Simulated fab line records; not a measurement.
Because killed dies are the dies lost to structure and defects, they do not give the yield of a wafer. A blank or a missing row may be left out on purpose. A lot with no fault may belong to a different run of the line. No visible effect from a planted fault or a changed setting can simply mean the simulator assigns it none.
fab line records	flow nand-harc
[record] lots = 6	wafers = 18	last-day = 22
route steps=1159 shown A_CONTACT@947 A_BLC@964 END@1159
lots untouched by any fault: they come from a run of this same line in which no faults occurred
start-h: the number of hours between the record's first day and the start of the first shown wafer of the lot	wait-h: how many hours have passed since the lot's step before this one	" the same as in the row above	L1.1+2: several wafers, shown together as one row	- no value present, or no start provided	* or withheld: withheld	< > ~ a bound
route shown NAME@n: names a module that has steps shown in the file, with the first one's number in the route	usual: mean/standard deviation of fault-free wafers	same: alike in all rows	chamber/n: place in a boat	sites: per-site readings	_std_site: standard deviation of those values	_edge_site: inner sites' mean taken away from outer sites' mean	radius-mm: how far each site lies from the wafer's centre	mask NAME#n: copy n	behind: the most recent tool/chamber to have shaped the wafer	hold: reason for holding the lot/hours on hold/outcome of the hold	device: the n, p or np transistor that did not switch	end of line: the route-end tests of the same wafers	a step with no rows: only its recipe	killed: count of dies lost to structure and defects at first sort (not the wafer's yield)	map: the dies of a wafer, with x for killed, . for not killed, _ for no die there
set.NAME: the setting as run; set.NAME@STEP: as run at that earlier step	model.NAME: the simulator's own value behind a step, which no gauge read
a table for each step, a row for each wafer; lots at some steps of the route
services: the hour from which a tool's chamber was out of use, counted from the record's first day as start-h (under 0 if before that day), plus the number of hours and why
[[steps]]
[step NHARC_A_CONTACT_ETCH_138]
[recipe] source-w = withheld	pressure-mtorr = 20	bias-v = 3000	time-s = 132	target-depth-a = 12890	ar-flow-sccm = withheld	c4f8-flow-sccm = withheld	o2-flow-sccm = withheld	chemistry = C4F8/O2/Ar
[step NHARC_A_CONTACT_ETCH_139]
[recipe] source-w = withheld	pressure-mtorr = 20	bias-v = 400	time-s = 137	target-depth-a = 5900	ar-flow-sccm = withheld	c4f8-flow-sccm = 11.5	o2-flow-sccm = 7.2	chemistry = C4F8/O2/Ar
lot.wafer	tool	chamber	start-h	wait-h	rf-hours-counter-h
L363.2	har-cap-etch-03	1	399.09	0.1	86
L363.4	"	1	"	"	-
L363.5	"	1	"	"	-
L362.2	har-cap-etch-01	1	419.84	0.1	66
L362.4	"	0	"	"	-
L362.5	"	1	"	"	-
L365.1	har-cap-etch-02	0	420.27	0.1	17
L365.3	"	0	"	"	-
L365.5	"	1	"	"	-
L366.2	har-cap-etch-01	0	425.54	0.1	66
L366.3	"	1	"	"	-
L366.4	"	0	"	"	-
L374.2	har-cap-etch-01	0	458.40	0.1	73
L374.3	"	1	"	"	-
L374.6	"	0	"	"	-
L375.1	har-cap-etch-02	1	471.76	0.1	28
L375.3	"	0	"	"	-
L375.6	"	1	"	"	-
[step NHARC_A_CONTACT_ETCH_92]
[recipe] target-depth-a = 400	over-etch-frac = 0.5	time-s = 85.7	ion-energy-ev = 120	ch3f-flow-sccm = 50	o2-flow-sccm = 30	ar-flow-sccm = 200	rf-w = 500	bias-w = 100	chemistry = CH3F/O2
[step NHARC_A_CONTACT_ETCH_98]
[recipe] target-depth-a = 200	over-etch-frac = 0.5	time-s = 10	ion-energy-ev = 250	c4f6-flow-sccm = 25	o2-flow-sccm = 20	ar-flow-sccm = 500	rf-w = 600	bias-w = 500	chemistry = C4F6/O2
[step NHARC_A_CONTACT_CD_MEAS_15]
[usual] cd-nm = 89.9/0.5
lot.wafer	tool	chamber	start-h	wait-h	cd-nm
L363.2	cd-sem-01	-	399.71	-	89.7
L363.4	"	-	"	"	89.5
L363.5	"	-	"	"	89.6
L362.2	cd-sem-03	-	420.50	-	89.8
L362.4	"	-	"	"	90.4
L362.5	"	-	"	"	90.5
L365.1	cd-sem-01	-	420.90	-	90.4
L365.3	"	-	"	"	91.1
L365.5	"	-	"	"	90.9
L366.2	cd-sem-02	-	426.13	-	90.4
L366.3	"	-	"	"	90.0
L366.4	"	-	"	"	90.4
L374.2	cd-sem-02	-	459.17	-	89.8
L374.3	"	-	"	"	89.1
L374.6	"	-	"	"	89.7
L375.1	cd-sem-02	-	472.35	-	90.5
L375.3	"	-	"	"	90.5
L375.6	"	-	"	"	91.0
[step NHARC_A_CONTACT_STRIP_107]
[recipe] n2-flow-sccm = 150	h2-flow-sccm = 150	ar-flow-sccm = 0	bias-w = 0	chemistry = N2/H2
[step NHARC_A_CONTACT_STRIP_108]
[recipe] cf4-flow-sccm = 100	chf3-flow-sccm = 30	ar-flow-sccm = 0	bias-w = 0	chemistry = CF4/CHF3
[step NHARC_A_CONTACT_STRIP_109]
[recipe] o2-flow-sccm = 400	cos-flow-sccm = 20	ar-flow-sccm = 0	bias-w = 0	chemistry = O2/COS
[step NHARC_A_CONTACT_ETCH_110]
[recipe] target-depth-a = 500	overetch-a = 50	time-s = 27.5	ion-energy-ev = 100	cf4-flow-sccm = 80	o2-flow-sccm = 20	ar-flow-sccm = 0	rf-w = 300	bias-w = 100	chemistry = CF4/O2
[usual] drypump-motor-current-A = 5.8/0.53	oes_f_703_au = 1.000/0.0051	oes-product-au = 1.001/0.007	rf-vpp-V = 197.8/1.3	showerhead-plenum-p-Torr = 1.33/0.052	throttle-valve-pct = 13.397/0.0093
lot.wafer	tool	chamber	start-h	wait-h	drypump-motor-current-A	oes_f_703_au	oes-product-au	rf-hours-counter-h	rf-vpp-V	showerhead-plenum-p-Torr	throttle-valve-pct
L363.2	rie-diel-09	0	400.00	0.0	5.4	1.002	1.000	25	198.4	1.38	13.394
L363.4	"	1	"	"	6.0	0.996	0.998	25	196.7	1.29	13.396
L363.5	"	0	"	"	5.4	0.992	0.990	-	198.6	1.38	13.412
L362.4	rie-diel-09	2	420.84	0.1	6.1	0.996	0.995	31	198.3	1.38	13.397
L362.2	"	0	"	"	5.4	0.998	0.987	31	198.7	1.38	13.373
L362.5	"	2	"	"	6.1	0.996	0.990	-	197.7	1.38	13.409
L365.1	rie-diel-08	1	421.20	0.1	6.5	0.987	1.008	44	197.9	1.36	13.391
L365.3	"	2	"	"	6.3	1.006	1.014	44	196.5	1.24	13.378
L365.5	"	1	"	"	6.5	0.999	1.002	-	198.7	1.36	13.386
L366.3	rie-diel-09	1	426.48	0.1	6.0	0.999	0.998	29	198.3	1.29	13.392
L366.4	"	2	"	"	6.1	0.998	0.996	32	198.5	1.38	13.387
L366.2	"	3	"	"	6.3	1.001	0.996	32	197.5	1.31	13.389
L374.3	rie-diel-09	1	459.68	0.1	6.0	0.997	0.990	3	197.7	1.29	13.399
L374.2	"	2	"	"	6.1	1.003	1.002	3	198.0	1.38	13.398
L374.6	"	0	"	"	5.4	0.992	1.002	-	198.9	1.37	13.393
L375.3	rie-diel-08	1	472.65	0.1	6.5	1.004	0.999	66	198.4	1.35	13.396
L375.1	"	2	"	"	6.3	0.996	0.999	68	196.5	1.24	13.395
L375.6	"	1	"	"	6.5	0.996	1.018	-	199.1	1.35	13.397
[step NHARC_A_CONTACT_STRIP_26]
[recipe] o2-flow-sccm = 500	ar-flow-sccm = 0	bias-w = 0	chemistry = O2
[step NHARC_A_CONTACT_STRIP_27]
[recipe] time-s = 600	temp-c = 30	chemistry = post-etch-residue-remover
[step NHARC_A_CONTACT_ALD_18]
[recipe] target-thk-a = 30	pulse-time-s = 1	ald-cycles = 150	temp-c = 450	material = TiN
[step NHARC_A_CONTACT_CVD_19]
[recipe] target-thk-a = 3000	temp-c = 300	pressure-torr = 40	wf6-flow-sccm = 40	h2-flow-sccm = 1600	ar-flow-sccm = 1560	time-s = 802	material = W
[usual] heater-power-w = 461/11	mfc-h2-sccm = 1600/4.8	throttle-valve-pct = 7.92/0.27
lot.wafer	tool	chamber	start-h	wait-h	heater-power-w	mfc-h2-sccm	throttle-valve-pct
L363.2	cvd-w-01	1	404.84	-	467	1597	7.81
L363.4	"	0	"	"	469	1593	8.04
L363.5	"	0	"	"	475	1609	8.49
L362.2	cvd-w-01	1	423.93	-	452	1605	7.95
L362.4	"	1	"	"	451	1609	8.00
L362.5	"	0	"	"	469	1612	8.41
L365.1	cvd-w-02	0	424.27	-	458	1590	7.85
L365.3	"	1	"	"	457	1602	7.81
L365.5	"	0	"	"	465	1607	7.29
L366.2	cvd-w-01	1	428.89	-	455	1595	7.79
L366.4	"	1	"	"	464	1606	7.98
L366.3	"	0	"	"	460	1600	8.18
L374.2	cvd-w-01	1	463.10	-	465	1593	8.02
L374.3	"	1	"	"	476	1589	7.87
L374.6	"	0	"	"	478	1599	8.11
L375.1	cvd-w-01	0	473.49	-	466	1601	8.21
L375.3	"	1	"	"	458	1597	7.66
L375.6	"	0	"	"	467	1606	8.19
[step NHARC_A_CONTACT_CMP_20]
[recipe] t-overpolish-s = 30	target-thk-nm = 300
[usual] motor-current-A = 11.9/1.3	overpolish-run-s = 30.000/0.0092	time-to-endpoint-s = 60.1/2.4
lot.wafer	tool	chamber	start-h	wait-h	motor-current-A	overpolish-run-s	time-to-endpoint-s
L363.4	cmp-01	1	405.60	0.5	11.2	29.996	57.6
L363.2	"	3	"	"	11.5	29.993	59.8
L363.5	"	2	"	"	10.3	30.002	57.7
L362.2	cmp-01	1	424.72	0.7	10.6	29.980	57.0
L362.4	"	3	"	"	11.0	29.985	54.5
L362.5	"	1	"	"	11.7	30.014	54.0
L365.3	cmp-04	2	425.22	0.4	13.1	30.011	62.3
L365.1	"	0	"	"	11.4	29.991	60.9
L365.5	"	1	"	"	14.2	29.999	62.7
L366.3	cmp-01	1	429.79	0.4	11.3	29.993	57.6
L366.2	"	2	"	"	10.0	29.996	61.8
L366.4	"	0	"	"	12.8	30.002	59.4
L374.2	cmp-01	2	464.02	0.8	10.6	29.996	58.0
L374.3	"	0	"	"	12.4	30.000	58.6
L374.6	"	1	"	"	10.8	30.000	57.2
L375.1	cmp-03	2	474.38	0.8	10.5	30.000	62.5
L375.3	"	3	"	"	12.6	30.005	60.1
L375.6	"	3	"	"	12.4	29.999	64.3
[step NHARC_A_CONTACT_SRD_22]
[step NHARC_A_BLC_DEHYDRATE_00]
[recipe] temp-c = 150	time-s = 120
[step NHARC_A_BLC_HMDS_01]
[recipe] time-s = 30
[step NHARC_A_BLC_COAT_02]
[recipe] temp-c = 260	time-s = 75
[step NHARC_A_BLC_COAT_03]
[recipe] temp-c = 225	time-s = 65
[step NHARC_A_BLC_COAT_04]
[recipe] spin-rpm = 1500	resist-thk-nm = 90
[step NHARC_A_BLC_SOFTBAKE_05]
[recipe] temp-c = 105	time-s = 55
[step NHARC_A_BLC_EBR_06]
[step NHARC_A_BLC_EXPOSE_07]
[recipe] na = 1.35	target-cd-nm = 100	dose-mj = 67.97	mask-id = A_BLC
[step NHARC_A_BLC_PEB_08]
[recipe] peb-temp-c = 100	peb-time-s = 65
[step NHARC_A_BLC_DEVELOP_09]
[recipe] develop-time-s = 35	dev-temp-c = 23
[step NHARC_A_BLC_CD_MEAS_10]
[recipe] target-cd-nm = 100	landing-energy-ev = 500
[usual] cd-nm = 100.0/0.57
lot.wafer	tool	chamber	start-h	wait-h	cd-nm
L363.2	cd-sem-03	0	406.39	-	100.4
L363.4	"	0	"	"	100.7
L363.5	"	0	"	"	99.8
L362.2	cd-sem-01	0	425.61	-	99.3
L362.4	"	0	"	"	99.6
L362.5	"	0	"	"	99.5
L365.1	cd-sem-01	0	426.11	-	100.4
L365.3	"	0	"	"	99.9
L365.5	"	0	"	"	100.6
L366.2	cd-sem-01	0	430.71	-	100.7
L366.3	"	0	"	"	101.2
L366.4	"	0	"	"	101.1
L374.2	cd-sem-02	0	464.90	-	100.9
L374.3	"	0	"	"	100.9
L374.6	"	0	"	"	100.5
L375.1	cd-sem-02	0	475.29	-	99.9
L375.3	"	0	"	"	99.8
L375.6	"	0	"	"	99.4
[step NHARC_A_BLC_OVL_MEAS_11]
[usual] overlay-x-nm = -0.2/0.69	overlay-y-nm = 0.2/0.88
lot.wafer	tool	chamber	start-h	wait-h	overlay-x-nm	overlay-y-nm
L363.2	overlay-02	-	406.48	-	-0.5	0.6
L363.4	"	-	"	"	-1.5	0.3
L363.5	"	-	"	"	-1.3	1.1
L362.2	overlay-01	-	425.71	-	0.5	-1.1
L362.4	"	-	"	"	0.5	-1.6
L362.5	"	-	"	"	0.6	-0.9
L365.1	overlay-02	-	426.19	-	-0.4	0.0
L365.3	"	-	"	"	-0.1	-0.2
L365.5	"	-	"	"	-0.8	-0.1
L366.2	overlay-01	-	430.80	-	0.2	0.5
L366.3	"	-	"	"	0.6	0.5
L366.4	"	-	"	"	0.2	0.4
L374.2	overlay-02	-	464.99	-	0.0	1.0
L374.3	"	-	"	"	0.4	0.5
L374.6	"	-	"	"	0.1	0.7
L375.1	overlay-01	-	475.38	-	-0.1	1.9
L375.3	"	-	"	"	0.1	2.1
L375.6	"	-	"	"	0.3	2.1
[step NHARC_A_BLC_DESCUM_15]
[recipe] time-s = 3	o2-flow-sccm = 200	ar-flow-sccm = 0	bias-power-w = 0	chemistry = O2
[step NHARC_A_BLC_ETCH_16]
[recipe] target-depth-a = 390	over-etch-frac = 0.3	time-s = 65	ion-energy-ev = 80	cf4-flow-sccm = 150	ar-flow-sccm = 0	rf-w = 300	bias-w = 100	chemistry = CF4
[step NHARC_A_BLC_ETCH_17]
[recipe] target-depth-a = 3900	over-etch-frac = 0.25	time-s = 609.38	ion-energy-ev = 200	n2-flow-sccm = 150	h2-flow-sccm = 150	ar-flow-sccm = 0	rf-w = 400	bias-w = 150	chemistry = N2/H2
[step NHARC_A_BLC_ETCH_18]
[recipe] target-depth-a = 9100	c4f8-flow-sccm = 20	o2-flow-sccm = 10	ar-flow-sccm = withheld	rf-w = 600	bias-w = 1500	chemistry = C4F8/O2/Ar
[step NHARC_A_BLC_CD_MEAS_19]
[usual] cd-nm = 100.0/1.5
lot.wafer	tool	chamber	start-h	wait-h	cd-nm
L363.2	cd-sem-01	-	407.59	-	101.3
L363.4	"	-	"	"	100.7
L363.5	"	-	"	"	101.9
L362.2	cd-sem-02	-	426.81	-	97.2
L362.4	"	-	"	"	97.6
L362.5	"	-	"	"	99.6
L365.1	cd-sem-01	-	427.44	-	99.4
L365.3	"	-	"	"	101.2
L365.5	"	-	"	"	99.0
L366.2	cd-sem-01	-	432.35	-	101.8
L366.3	"	-	"	"	98.5
L366.4	"	-	"	"	102.3
L374.2	cd-sem-02	-	466.05	-	99.3
L374.3	"	-	"	"	99.4
L374.6	"	-	"	"	101.1
L375.1	cd-sem-02	-	476.48	-	97.6
L375.3	"	-	"	"	96.4
L375.6	"	-	"	"	100.0
[step NHARC_A_BLC_STRIP_29]
[recipe] cf4-flow-sccm = 150	ar-flow-sccm = 0	bias-w = 0	chemistry = CF4
[step NHARC_A_BLC_STRIP_21]
[recipe] o2-flow-sccm = 500	ar-flow-sccm = 0	bias-w = 0	chemistry = O2
[usual] drypump-motor-current-A = 5.8/0.55	oes-product-au = 1.002/0.008	rf-vpp-V = 58.0/0.87	showerhead-plenum-p-Torr = 3.59/0.13	throttle-valve-pct = 17.037/0.0094
lot.wafer	tool	chamber	start-h	wait-h	drypump-motor-current-A	oes-product-au	rf-hours-counter-h	rf-vpp-V	showerhead-plenum-p-Torr	throttle-valve-pct
L363.4	rie-diel-13	2	407.77	0.1	6.6	1.006	12	59.2	3.72	17.041
L363.2	"	3	"	"	5.1	1.013	13	57.9	3.43	17.054
L363.5	"	2	"	"	6.6	1.006	-	57.9	3.72	17.034
L362.4	rie-diel-11	2	426.98	0.1	5.3	0.991	6	57.2	3.41	17.034
L362.2	"	3	"	"	6.2	0.998	5	57.3	3.52	17.062
L362.5	"	3	"	"	6.3	1.008	-	57.0	3.52	17.036
L365.3	rie-diel-11	3	427.64	0.1	6.3	1.005	6	58.1	3.52	17.041
L365.1	"	0	"	"	6.6	1.005	6	57.9	3.58	17.028
L365.5	"	1	"	"	5.8	0.992	-	58.3	3.68	17.039
L366.4	rie-diel-11	0	432.56	0.1	6.6	1.005	7	59.5	3.58	17.046
L366.2	"	2	"	"	5.3	0.991	6	57.2	3.41	17.033
L366.3	"	3	"	"	6.3	1.006	6	59.5	3.52	17.030
L374.3	rie-diel-11	2	466.23	0.1	5.3	0.988	11	57.5	3.41	17.034
L374.2	"	0	"	"	6.6	1.011	10	57.4	3.58	17.039
L374.6	"	2	"	"	5.3	1.002	-	57.7	3.41	17.037
L375.1	rie-diel-11	1	476.66	0.1	5.9	1.008	12	58.6	3.68	17.040
L375.3	"	0	"	"	6.6	1.014	12	57.8	3.58	17.036
L375.6	"	2	"	"	5.2	1.003	-	55.9	3.40	17.031
[step NHARC_A_BLC_STRIP_22]
[recipe] time-s = 600	temp-c = 30	chemistry = post-etch-residue-remover
[step NHARC_A_BLC_DEGAS_30]
[recipe] temp-c = 300	time-s = 60
[step NHARC_A_BLC_PRE_CLEAN_31]
[recipe] time-s = 15	bias-v = 250	gas = Ar
[step NHARC_A_BLC_PVD_32]
[recipe] target-thk-a = 50	chamber-pressure-pa = 5	power-w = 5000	substrate-temp-c = 200	time-s = 17.7	material = Ti
[step NHARC_A_BLC_ALD_23]
[recipe] target-thk-a = 30	pulse-time-s = 1	ald-cycles = 150	temp-c = 450	material = TiN
[usual] heater-power-w = 1105/88	precursor-pulse-height-rel = 0.998/0.02
lot.wafer	tool	chamber	start-h	wait-h	heater-power-w	precursor-pulse-height-rel
L363.4	ald-metal-02	1	408.44	-	1145	1.008
L363.2	"	2	"	"	1100	1.018
L363.5	"	2	"	"	1160	0.993
L362.4	ald-metal-02	3	427.66	-	1034	0.987
L362.2	"	0	"	"	1185	1.030
L362.5	"	2	"	"	1126	1.026
L365.1	ald-metal-04	0	428.28	-	1245	1.010
L365.3	"	3	"	"	987	1.018
L365.5	"	0	"	"	1262	1.005
L366.2	ald-metal-04	2	433.25	-	1067	1.016
L366.4	"	3	"	"	979	1.022
L366.3	"	0	"	"	1230	0.988
L374.2	ald-metal-04	1	466.92	-	1035	1.012
L374.3	"	3	"	"	1001	0.981
L374.6	"	1	"	"	1039	0.997
L375.3	ald-metal-04	1	477.34	-	1041	1.012
L375.1	"	2	"	"	1069	0.992
L375.6	"	1	"	"	1037	0.989
[step NHARC_END_SORT_01]
[recipe] temp-c = 25
[usual] killed-at-array = 26/9.9	killed-at-other = 0.8/1	killed-at-periphery = 2.8/2.2	killed-dies = 29/9.9	killed-open = 3.2/1.8	killed-short = 2.1/1.4
[same] gross-dies = 677
lot.wafer	tool	chamber	start-h	wait-h	killed-at-array	killed-at-other	killed-at-periphery	killed-dies	killed-open	killed-short
L374.2	prober-01	0	512.90	2.8	78	0	2	80	3	1
L374.3	prober-01	0	513.70	3.1	76	0	0	76	3	2
L374.6	prober-01	0	516.09	4.0	83	0	0	83	2	1
L375.1	prober-02	0	525.24	2.5	89	0	7	96	4	0
L375.3	prober-02	0	526.82	3.1	90	0	2	92	2	2
L375.6	prober-02	0	529.19	4.0	79	0	4	83	1	3
// killed by level:class
L374.2 A_CONTACT:unspecified=65 A_CHANNEL_HOLE_D1:chamber-film-flake=6 A_WL_FILL:chamber-film-flake=4 P_M0:geometric-particle:open=1 P_M1:geometric-particle:open=1 A_CHANNEL_FILL_D1:geometric-particle:open=1 A_WL_FILL:geometric-particle:short=1 A_STAIRCASE:chamber-film-flake=1
L374.3 A_CONTACT:unspecified=63 A_CHANNEL_HOLE_D1:chamber-film-flake=5 A_CONTACT:geometric-particle:open=2 A_CONTACT:chamber-film-flake=2 A_CHANNEL_FILL_D1:geometric-particle:short=1 A_SGD_CUT:geometric-particle:short=1 A_BLC:geometric-particle:open=1 A_STAIRCASE:chamber-film-flake=1
L374.6 A_CONTACT:unspecified=68 A_CONTACT:chamber-film-flake=5 A_CHANNEL_HOLE_D1:chamber-film-flake=2 A_STAIRCASE:chamber-film-flake=2 A_ONON_D1:geometric-particle:short=1 A_WL_FILL:geometric-particle:open=1 A_BLC:geometric-particle:open=1 A_CHANNEL_FILL_D1:chamber-film-flake=1
L375.1 A_CONTACT:unspecified=64 A_SLIT:chamber-film-flake=13 A_CONTACT:chamber-film-flake=5 P_CONTACT:chamber-film-flake=4 A_CHANNEL_HOLE_D1:chamber-film-flake=4 P_M0:geometric-particle:open=1 P_M1:geometric-particle:open=1 A_STAIRCASE:geometric-particle:open=1
L375.3 A_CONTACT:unspecified=66 A_SLIT:chamber-film-flake=8 A_CHANNEL_HOLE_D1:chamber-film-flake=4 A_STAIRCASE:chamber-film-flake=3 A_WL_FILL:chamber-film-flake=3 A_CONTACT:chamber-film-flake=3 P_M1:geometric-particle:short=1 A_ONON_D1:geometric-particle:short=1
L375.6 A_CONTACT:unspecified=63 A_SLIT:chamber-film-flake=8 A_CONTACT:chamber-film-flake=4 P_CONTACT:geometric-particle:short=2 A_CHANNEL_HOLE_D1:chamber-film-flake=2 P_CONTACT:geometric-particle:open=1 A_CONTACT:geometric-particle:short=1 P_CONTACT:chamber-film-flake=1
// map L374.6 (x killed, . not)
____________.____________
_________......._________
_______..........._______
______.............______
_____.............x._____
____................x____
____xx.x...........x.____
___xxxxx..............___
___xxxxxx.x...........___
__.xxxxx.x.............__
__.xxxxx..x............__
_.xxxxxxx..............._
_.xxxxxxx..............._
_.xxxxxxxx.............._
_.xxxxxxx.......x......._
_x.xxxxxx..............._
...xxxx..................
......x...x..............
....x...x................
.........................
..................x......
_......................._
_......................._
_.x.....x..............._
_..x...................._
_......................._
__x....................__
__.....................__
___x..................___
___...................___
____....x............____
____.................____
_____...x..........._____
______.............______
_______..........._______
_________......._________
____________.____________
// map L375.1 (x killed, . not)
____________.____________
_________......._________
_______..........._______
______.............______
_____..............._____
____..xx.............____
____x................____
___xxxx...............___
___xxxxx..............___
__xxxxxx...x.x.........__
__xxxxxxx..............__
_.xxxxxxx..............._
_xxxxxxxx..............._
_x.xxxxx.x...x.........._
_.x.xxx.xx...........x.._
_..xxxxx...x..........x._
....xx...........x....x.x
....xx..................x
.....x...............x...
.........................
..........x..............
_......................._
_......................._
_......................._
_......................._
_......................._
__......x..............__
__.....................__
___....x..............___
___..xx...............___
____.xxx.............____
____xxxxx............____
_____xxx............_____
______xx.....x.....______
_______x...x......_______
_________.x....._________
____________.____________
[[services]]
tool	chamber	start-h	hours	kind
rie-diel-11	0	375.50	-	clean
rie-diel-11	1	375.50	-	clean
rie-diel-11	2	375.50	-	clean
rie-diel-11	3	375.50	-	clean
cmp-01	-	375.65	4.0	pm
cvd-w-02	-	378.09	13.0	pm
cvd-w-01	-	380.59	1.5	repair
har-cap-etch-03	-	394.39	0.1	repair
cmp-04	-	399.25	4.0	pm
rie-diel-11	0	400.00	-	clean
ald-metal-04	-	406.00	10.0	pm
rie-diel-13	-	406.54	0.9	repair
rie-diel-13	0	409.01	2.5	repair
rie-diel-13	-	410.37	3.6	repair
cmp-01	-	412.07	3.7	repair
rie-diel-09	1	412.88	7.5	repair
rie-diel-13	3	415.71	10.0	repair
rie-diel-11	1	422.22	2.5	repair
rie-diel-09	-	431.13	9.0	pm
cmp-03	-	442.01	0.3	repair
cmp-03	-	450.09	4.0	pm
rie-diel-13	-	453.00	9.0	pm
cmp-01	-	473.65	4.0	pm
cvd-w-01	-	474.74	13.0	pm
[[key]]
[first-sign] step = NHARC_END_SORT_01	reading = killed-at-array	direction = up	sigmas = 5.7	usual = 26	struck = 82
[effect] step = NHARC_END_SORT_01	reading = killed-dies	direction = up	sigmas = 5.6	usual = 29	struck = 85
[more-kills-born-at] NHARC_A_CONTACT_CVD_19@cvd-w-01 = 389
met-at NHARC_A_CONTACT_CVD_19
struck-wafers L374.2,L374.3,L374.6,L375.1,L375.3,L375.6
tester-left-out L374,L375
onset-between 428.89 463.10
also-fits time
[fault] kind = chamber-particle-source	tool = cvd-w-01	chamber = -	onset-h = 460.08	steps = NHARC_A_CONTACT_CVD_19	rate-per-visit-cm2 = 0.44847	end-h = 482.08
// tester-left-out: of these lots the tester's yield and bins aren't shown, on N5 and GAA mostly nor the transistor test; their killed dies are dies lost to structure and defects alone, not to doping, threshold or leakage, so they don't give the yield
